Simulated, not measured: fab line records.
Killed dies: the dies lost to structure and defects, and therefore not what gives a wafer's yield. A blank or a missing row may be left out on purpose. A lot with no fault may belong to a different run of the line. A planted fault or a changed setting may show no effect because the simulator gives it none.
Which of the tools did it? | flow nand harc | 72 wafers from 24 lots sampled at 6 of the route's 1302 steps

## WHAT THE GAUGES SHOWED, per wafer
The record holds no reading of a measuring or inspecting step that can be judged against a usual standard deviation.

## EACH LOT AND THE TOOL THAT RAN IT (in order: tool; ch and the chambers of the sampled wafers; start)
lot  | NHARC_P_GATE_RTA_80              | NHARC_P_CONTACT_DEP_00                     | NHARC_P_CONTACT_ALD_22              | NHARC_P_M0_ETCH_15                            | NHARC_P_M0_DEGAS_28          | NHARC_P_M0_PVD_21
L074 | rtp anneal-02 ch 0, day 5 20:29  | pecvd-03 ch 0,2, day 6 00:44 or earlier    | ald metal-02 ch 0,1,3, day 6 00:44  | rie diel-04 ch 1,3, day 6 04:40 or earlier    | pvd sputter-01, day 6 04:40  | pvd sputter-01, no start
L075 | rtp anneal-02 ch 0, day 6 02:46  | pecvd-02 ch 0,2, day 6 06:55 or earlier    | ald metal-01 ch 0,2,3, day 6 06:55  | rie diel-01 ch 0,2, day 6 10:13 or earlier    | pvd sputter-01, day 6 10:13  | pvd sputter-01, no start
L076 | rtp anneal-01 ch 0, day 6 13:57  | pecvd-03 ch 0,1,2, day 6 18:07 or earlier  | ald metal-03 ch 0,2,3, day 6 18:07  | rie diel-01 ch 0,1,3, day 7 01:14 or earlier  | pvd sputter-01, day 7 01:14  | pvd sputter-01, no start
L077 | rtp anneal-01 ch 0, day 7 04:06  | pecvd-03 ch 1,2, day 7 08:22 or earlier    | ald metal-02 ch 0,1,2, day 7 08:22  | rie diel-04 ch 0,2, day 7 11:26 or earlier    | pvd sputter-02, day 7 11:26  | pvd sputter-02, no start
L078 | rtp anneal-01 ch 0, day 7 13:21  | pecvd-02 ch 0,1, day 7 17:38 or earlier    | ald metal-03 ch 0,2,3, day 7 17:38  | rie diel-07 ch 1,3, day 7 20:46 or earlier    | pvd sputter-01, day 7 20:46  | pvd sputter-01, no start
L079 | rtp anneal-01 ch 0, day 7 20:13  | pecvd-02 ch 0,1, day 8 00:29 or earlier    | ald metal-02 ch 0,1,2, day 8 00:29  | rie diel-07 ch 0,1,2, day 8 03:44 or earlier  | pvd sputter-01, day 8 03:44  | pvd sputter-01, no start
L080 | rtp anneal-01 ch 0, day 8 07:36  | pecvd-03 ch 0,1,2, day 8 11:46 or earlier  | ald metal-02 ch 0,2,3, day 8 11:46  | rie diel-01 ch 0,3, day 8 15:01 or earlier    | pvd sputter-01, day 8 15:01  | pvd sputter-01, no start
L081 | rtp anneal-02 ch 0, day 8 21:25  | pecvd-02 ch 0,1, day 9 02:05 or earlier    | ald metal-03 ch 1,2,3, day 9 02:05  | rie diel-04 ch 0,1,3, day 9 07:25 or earlier  | pvd sputter-01, day 9 07:25  | pvd sputter-01, no start
L082 | rtp anneal-02 ch 0, day 8 23:55  | pecvd-01 ch 0,2, day 9 04:10 or earlier    | ald metal-02 ch 1,2,3, day 9 04:10  | rie diel-01 ch 0,2,3, day 9 07:28 or earlier  | pvd sputter-03, day 9 07:28  | pvd sputter-03, no start
L083 | rtp anneal-01 ch 0, day 9 12:28  | pecvd-03 ch 0,2, day 9 16:52 or earlier    | ald metal-03 ch 1,2,3, day 9 16:52  | rie diel-04 ch 1,2,3, day 9 20:05 or earlier  | pvd sputter-03, day 9 20:05  | pvd sputter-03, no start
L084 | rtp anneal-02 ch 0, day 9 19:00  | pecvd-02 ch 0,1,2, day 9 23:10 or earlier  | ald metal-01 ch 0,2, day 9 23:10    | rie diel-01 ch 0,2,3, day 10 02:19 or earlier | pvd sputter-03, day 10 02:19 | pvd sputter-03, no start
L085 | rtp anneal-02 ch 0, day 10 12:38 | pecvd-01 ch 0,1, day 10 16:58 or earlier   | ald metal-02 ch 2,3, day 10 16:58   | rie diel-04 ch 2,3, day 10 20:17 or earlier   | pvd sputter-01, day 10 20:17 | pvd sputter-01, no start
L086 | rtp anneal-01 ch 0, day 10 13:47 | pecvd-03 ch 1,2, day 10 18:01 or earlier   | ald metal-01 ch 0,1,3, day 10 18:01 | rie diel-07 ch 0,2, day 10 21:19 or earlier   | pvd sputter-02, day 10 21:19 | pvd sputter-02, no start
L087 | rtp anneal-01 ch 0, day 11 08:11 | pecvd-03 ch 0,1, day 11 12:19 or earlier   | ald metal-02 ch 0,1,3, day 11 12:19 | rie diel-01 ch 0,2, day 11 15:40 or earlier   | pvd sputter-03, day 11 15:40 | pvd sputter-03, no start
L089 | rtp anneal-02 ch 0, day 11 22:13 | pecvd-03 ch 0,1,2, day 12 02:40 or earlier | ald metal-03 ch 0,1,3, day 12 02:40 | rie diel-01 ch 0,2,3, day 12 05:58 or earlier | pvd sputter-03, day 12 05:58 | pvd sputter-03, no start
L088 | rtp anneal-01 ch 0, day 11 23:00 | pecvd-01 ch 0,1, day 12 03:16 or earlier   | ald metal-02 ch 1,2, day 12 03:16   | rie diel-01 ch 1,2, day 12 06:24 or earlier   | pvd sputter-02, day 12 06:24 | pvd sputter-02, no start
L090 | rtp anneal-02 ch 0, day 12 14:47 | pecvd-01 ch 0,1,2, day 12 18:57 or earlier | ald metal-03 ch 1,2, day 12 18:57   | rie diel-01 ch 0,1,2, day 12 22:10 or earlier | pvd sputter-01, day 12 22:10 | pvd sputter-01, no start
L091 | rtp anneal-02 ch 0, day 12 19:50 | pecvd-03 ch 0,1, day 12 23:56 or earlier   | ald metal-01 ch 2,3, day 12 23:56   | rie diel-04 ch 0,3, day 13 03:19 or earlier   | pvd sputter-01, day 13 03:19 | pvd sputter-01, no start
L092 | rtp anneal-01 ch 0, day 13 02:28 | pecvd-03 ch 0,2, day 13 06:44 or earlier   | ald metal-03 ch 0,1, day 13 06:44   | rie diel-04 ch 0,2,3, day 13 10:16 or earlier | pvd sputter-01, day 13 10:16 | pvd sputter-01, no start
L093 | rtp anneal-02 ch 0, day 13 21:28 | pecvd-03 ch 0,1, day 14 01:44 or earlier   | ald metal-01 ch 0,2,3, day 14 01:44 | rie diel-04 ch 0,1,3, day 14 04:59 or earlier | pvd sputter-02, day 14 04:59 | pvd sputter-02, no start
L094 | rtp anneal-01 ch 0, day 14 01:51 | pecvd-02 ch 0,1,2, day 14 05:59 or earlier | ald metal-01 ch 0,2,3, day 14 05:59 | rie diel-01 ch 0,1,2, day 14 09:18 or earlier | pvd sputter-02, day 14 09:18 | pvd sputter-02, no start
L095 | rtp anneal-02 ch 0, day 14 09:59 | pecvd-02 ch 1,2, day 14 14:11 or earlier   | ald metal-02 ch 0,1, day 14 14:11   | rie diel-04 ch 1,2, day 14 18:01 or earlier   | pvd sputter-02, day 14 18:01 | pvd sputter-02, no start
L096 | rtp anneal-02 ch 0, day 14 23:29 | pecvd-02 ch 0,1,2, day 15 03:39 or earlier | ald metal-03 ch 1,2,3, day 15 03:39 | rie diel-01 ch 0,2,3, day 15 07:29 or earlier | pvd sputter-03, day 15 07:29 | pvd sputter-03, no start
L097 | rtp anneal-02 ch 0, day 15 17:53 | pecvd-02 ch 0,1, day 15 22:03 or earlier   | ald metal-02 ch 0,1, day 15 22:03   | rie diel-01 ch 0,1,3, day 16 01:28 or earlier | pvd sputter-01, day 16 01:28 | pvd sputter-01, no start
- NHARC_P_GATE_RTA_80: time 30 s.
- NHARC_P_CONTACT_DEP_00: deposits SiO2, target thk 500 nm.
- NHARC_P_CONTACT_ALD_22: deposits TiN, target thk 3 nm, pulse time 1 s, ald cycles 150.
- NHARC_P_M0_ETCH_15: etches the open film in C4F8/Ar, target depth 150 nm, overetch 15 nm, time 82.5 s.
- NHARC_P_M0_DEGAS_28: time 60 s.
- NHARC_P_M0_PVD_21: deposits Cu, target thk 30 nm, time 20.49 s.

## WHAT THE TOOLS THEMSELVES READ (means of the sampled wafers that have a number; where no wafer has one, the mark that the record gives instead)
NHARC_P_GATE_RTA_80.
lot  | tool          | anneal temp c max | lamp power pct (%) | lamp_zone_7_pct (%) | wafer_temp_C_max
L074 | rtp anneal-02 | 300.7             | 2.01               | 2.11                | 302.1
L075 | rtp anneal-02 | 300.7             | 2.02               | 2.11                | 301.4
L076 | rtp anneal-01 | 301.3             | 1.82               | 1.91                | 301.4
L077 | rtp anneal-01 | 301.4             | 1.82               | 1.91                | 301.7
L078 | rtp anneal-01 | 301.4             | 1.82               | 1.91                | 301.0
L079 | rtp anneal-01 | 301.2             | 1.82               | 1.91                | 301.7
L080 | rtp anneal-01 | 301.6             | 1.82               | 1.91                | 301.4
L081 | rtp anneal-02 | 300.9             | 2.02               | 2.11                | 301.6
L082 | rtp anneal-02 | 300.6             | 2.01               | 2.11                | 302.2
L083 | rtp anneal-01 | 301.4             | 1.82               | 1.91                | 301.6
L084 | rtp anneal-02 | 301.1             | 2.01               | 2.11                | 302.3
L085 | rtp anneal-02 | 300.5             | 2.02               | 2.12                | 301.7
L086 | rtp anneal-01 | 301.3             | 1.82               | 1.91                | 301.7
L087 | rtp anneal-01 | 301.2             | 1.83               | 1.91                | 301.8
L089 | rtp anneal-02 | 300.5             | 2.01               | 2.11                | 302.2
L088 | rtp anneal-01 | 301.6             | 1.82               | 1.91                | 301.1
L090 | rtp anneal-02 | 300.8             | 2.01               | 2.11                | 302.4
L091 | rtp anneal-02 | 300.7             | 2.01               | 2.11                | 301.7
L092 | rtp anneal-01 | 301.9             | 1.82               | 1.91                | 301.2
L093 | rtp anneal-02 | 300.9             | 2.02               | 2.12                | 302.1
L094 | rtp anneal-01 | 301.4             | 1.82               | 1.91                | 301.8
L095 | rtp anneal-02 | 300.7             | 2.01               | 2.10                | 301.5
L096 | rtp anneal-02 | 300.9             | 2.01               | 2.11                | 301.8
L097 | rtp anneal-02 | 300.7             | 2.01               | 2.11                | 302.0

NHARC_P_CONTACT_DEP_00.
lot  | tool     | heater power w (W) | rf fwd power W (W) | throttle valve pct (%)
L074 | pecvd-03 | 492                | 897.0              | 15.7
L075 | pecvd-02 | 683                | 899.8              | 16.7
L076 | pecvd-03 | 514                | 901.6              | 15.9
L077 | pecvd-03 | 524                | 901.3              | 16.1
L078 | pecvd-02 | 628                | 898.6              | 16.1
L079 | pecvd-02 | 665                | 897.3              | 16.0
L080 | pecvd-03 | 492                | 897.2              | 16.0
L081 | pecvd-02 | 621                | 898.9              | 16.0
L082 | pecvd-01 | 630                | 896.0              | 16.2
L083 | pecvd-03 | 457                | 898.4              | 16.1
L084 | pecvd-02 | 558                | 897.1              | 16.6
L085 | pecvd-01 | 644                | 899.0              | 16.0
L086 | pecvd-03 | 449                | 895.5              | 15.8
L087 | pecvd-03 | 505                | 896.1              | 15.6
L089 | pecvd-03 | 482                | 897.4              | 15.8
L088 | pecvd-01 | 720                | 897.5              | 15.9
L090 | pecvd-01 | 568                | 897.2              | 16.0
L091 | pecvd-03 | 515                | 897.1              | 15.6
L092 | pecvd-03 | 461                | 898.1              | 16.2
L093 | pecvd-03 | 508                | 898.4              | 15.8
L094 | pecvd-02 | 621                | 899.0              | 16.0
L095 | pecvd-02 | 600                | 896.7              | 16.1
L096 | pecvd-02 | 613                | 899.2              | 16.0
L097 | pecvd-02 | 599                | 900.2              | 16.0

NHARC_P_CONTACT_ALD_22.
lot  | tool         | heater power w (W) | precursor pulse height rel
L074 | ald metal-02 | 1179               | 1.018
L075 | ald metal-01 | 1195               | 1.009
L076 | ald metal-03 | 1150               | 1.007
L077 | ald metal-02 | 1100               | 0.988
L078 | ald metal-03 | 1156               | 0.994
L079 | ald metal-02 | 1076               | 0.975
L080 | ald metal-02 | 1174               | 1.011
L081 | ald metal-03 | 1156               | 1.012
L082 | ald metal-02 | 1133               | 1.000
L083 | ald metal-03 | 1155               | 1.006
L084 | ald metal-01 | 1118               | 0.992
L085 | ald metal-02 | 1222               | 1.015
L086 | ald metal-01 | 1146               | 1.005
L087 | ald metal-02 | 1190               | 0.982
L089 | ald metal-03 | 1048               | 1.011
L088 | ald metal-02 | 1027               | 0.998
L090 | ald metal-03 | 1198               | 1.012
L091 | ald metal-01 | 1170               | 0.994
L092 | ald metal-03 | 1094               | 1.007
L093 | ald metal-01 | 1184               | 1.007
L094 | ald metal-01 | 1172               | 1.017
L095 | ald metal-02 | 1085               | 1.004
L096 | ald metal-03 | 1163               | 1.001
L097 | ald metal-02 | 1124               | 1.006

NHARC_P_M0_ETCH_15.
lot  | tool        | oes product au (a.u.) | rf fwd power W (W) | rf vpp V (V)
L074 | rie diel-04 | 0.953                 | 596.5              | 439.6
L075 | rie diel-01 | 0.968                 | 598.3              | 442.5
L076 | rie diel-01 | 0.975                 | 595.0              | 440.3
L077 | rie diel-04 | 0.928                 | 596.2              | 438.2
L078 | rie diel-07 | 0.971                 | 594.2              | 439.7
L079 | rie diel-07 | 0.962                 | 595.6              | 442.2
L080 | rie diel-01 | 0.972                 | 592.7              | 439.1
L081 | rie diel-04 | 0.973                 | 595.7              | 441.7
L082 | rie diel-01 | 0.972                 | 594.1              | 440.1
L083 | rie diel-04 | 0.970                 | 595.5              | 440.0
L084 | rie diel-01 | 0.973                 | 597.4              | 441.0
L085 | rie diel-04 | 0.964                 | 594.5              | 440.3
L086 | rie diel-07 | 0.924                 | 593.7              | 442.4
L087 | rie diel-01 | 0.968                 | 599.2              | 442.3
L089 | rie diel-01 | 0.929                 | 595.9              | 441.0
L088 | rie diel-01 | 0.952                 | 595.4              | 442.8
L090 | rie diel-01 | 0.969                 | 596.5              | 441.7
L091 | rie diel-04 | 0.922                 | 595.8              | 444.1
L092 | rie diel-04 | 0.931                 | 594.2              | 442.2
L093 | rie diel-04 | 0.932                 | 594.2              | 441.8
L094 | rie diel-01 | 0.967                 | 597.4              | 442.5
L095 | rie diel-04 | 0.968                 | 597.0              | 437.7
L096 | rie diel-01 | 0.944                 | 597.3              | 440.6
L097 | rie diel-01 | 0.934                 | 597.8              | 440.0

NHARC_P_M0_DEGAS_28.
lot  | tool           | heater power w (W)
L074 | pvd sputter-01 | 347
L075 | pvd sputter-01 | 341
L076 | pvd sputter-01 | 331
L077 | pvd sputter-02 | 291
L078 | pvd sputter-01 | 326
L079 | pvd sputter-01 | 335
L080 | pvd sputter-01 | 340
L081 | pvd sputter-01 | 327
L082 | pvd sputter-03 | 315
L083 | pvd sputter-03 | 302
L084 | pvd sputter-03 | 312
L085 | pvd sputter-01 | 312
L086 | pvd sputter-02 | 320
L087 | pvd sputter-03 | 319
L089 | pvd sputter-03 | 302
L088 | pvd sputter-02 | 341
L090 | pvd sputter-01 | 324
L091 | pvd sputter-01 | 312
L092 | pvd sputter-01 | 312
L093 | pvd sputter-02 | 348
L094 | pvd sputter-02 | 329
L095 | pvd sputter-02 | 305
L096 | pvd sputter-03 | 326
L097 | pvd sputter-01 | 322

NHARC_P_M0_PVD_21.
lot  | tool           | throttle valve pct (%)
L074 | pvd sputter-01 | 30.2
L075 | pvd sputter-01 | 29.6
L076 | pvd sputter-01 | 29.6
L077 | pvd sputter-02 | 30.1
L078 | pvd sputter-01 | 29.0
L079 | pvd sputter-01 | 29.4
L080 | pvd sputter-01 | 30.1
L081 | pvd sputter-01 | 30.0
L082 | pvd sputter-03 | 29.7
L083 | pvd sputter-03 | 30.8
L084 | pvd sputter-03 | 30.5
L085 | pvd sputter-01 | 29.5
L086 | pvd sputter-02 | 30.5
L087 | pvd sputter-03 | 31.0
L089 | pvd sputter-03 | 30.4
L088 | pvd sputter-02 | 29.6
L090 | pvd sputter-01 | 29.5
L091 | pvd sputter-01 | 29.6
L092 | pvd sputter-01 | 30.0
L093 | pvd sputter-02 | 29.8
L094 | pvd sputter-02 | 29.1
L095 | pvd sputter-02 | 29.8
L096 | pvd sputter-03 | 29.5
L097 | pvd sputter-01 | 30.2

## THE ANSWER, worked out from the rows above alone
Rule: the usual values come from the lots themselves. Put in order of their means at a reading, lots are off if they are a third of the lots or fewer, leave a main group of 4 or more, and stand apart from it by a gap of 3 or more times the standard deviation of the main group's means; of several such gaps the widest counts. If all means in a main group match to the digits the tables above print for the reading, that group is not used. Also off: a lot with no number at a reading for which 4 or more lots have one. The other lots that the step has rows for count as sound. After the gauges, taken in route order, come the tools' own readings; for these a lot's mean is taken, as printed above. The first step at which some lot is off is used, and at that step the reading that is off furthest; a lot without a number counts as furthest.
Nothing can be told from this: no lot is off at any reading shown.

## WHAT WAS PUT IN BY THE SIMULATOR
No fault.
